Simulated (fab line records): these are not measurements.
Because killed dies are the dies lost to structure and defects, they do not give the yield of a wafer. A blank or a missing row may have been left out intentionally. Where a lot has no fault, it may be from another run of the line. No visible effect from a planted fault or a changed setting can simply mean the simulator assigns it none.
Matching of chambers / flow nand-harc / pecvd-03 running NHARC_P_GATE_DEP_103: 3 sister chambers
The step deposits SiON, target thk 30 nm. 6 wafers are shown with their chamber, then 7 later ones without.

## WAFERS, EACH WITH ITS CHAMBER
wafer=L937.6; chamber=1; heater-power-w (W)=824; rf-fwd-power-W (W)=346.9
wafer=L942.1; chamber=2; heater-power-w (W)=678; rf-fwd-power-W (W)=347.9
wafer=L942.2; chamber=0; heater-power-w (W)=744; rf-fwd-power-W (W)=348.6
wafer=L942.3; chamber=1; heater-power-w (W)=891; rf-fwd-power-W (W)=347.4
wafer=L943.1; chamber=2; heater-power-w (W)=671; rf-fwd-power-W (W)=347.8
wafer=L943.2; chamber=0; heater-power-w (W)=670; rf-fwd-power-W (W)=348.1

## WAFERS MISSING THEIR CHAMBER
wafer=L943.6; heater-power-w (W)=849; rf-fwd-power-W (W)=348.6
wafer=L944.2; heater-power-w (W)=784; rf-fwd-power-W (W)=346.6
wafer=L944.5; heater-power-w (W)=788; rf-fwd-power-W (W)=347.3
wafer=L944.6; heater-power-w (W)=865; rf-fwd-power-W (W)=348.2
wafer=L953.3; heater-power-w (W)=809; rf-fwd-power-W (W)=349.6
wafer=L953.4; heater-power-w (W)=678; rf-fwd-power-W (W)=347.5
wafer=L953.5; heater-power-w (W)=759; rf-fwd-power-W (W)=348.2

## CHAMBER TAKEN BY EACH
wafer=L943.6; from the rows above=can't be placed: 0 or 1 or 2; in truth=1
wafer=L944.2; from the rows above=1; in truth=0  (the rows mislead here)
wafer=L944.5; from the rows above=can't be placed: 1 or 2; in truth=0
wafer=L944.6; from the rows above=can't be placed: 1 or 0 or 2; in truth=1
wafer=L953.3; from the rows above=can't be placed: 0 or 2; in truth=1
wafer=L953.4; from the rows above=can't be placed: 2 or 0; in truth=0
wafer=L953.5; from the rows above=can't be placed: 0 or 2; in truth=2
0 of 7 placed correctly. Can't be placed from these rows: 6 (the true chamber is among the candidates in 4). Number placed wrongly: 1.
How it was worked out, from the rows above alone: a wafer's distance from a chamber is the root of the sum, over the readings, of the square of ((its reading less the chamber's mean) divided by the reading's scatter). The wafer belongs to the nearest chamber; if the next one is less than 2 further off, it can't be placed. The mean given for a chamber averages the wafers shown for that chamber. The scatter: the root of (the sum of the squares of (reading less its chamber's mean) over the shown wafers, divided by (wafers less chambers)).
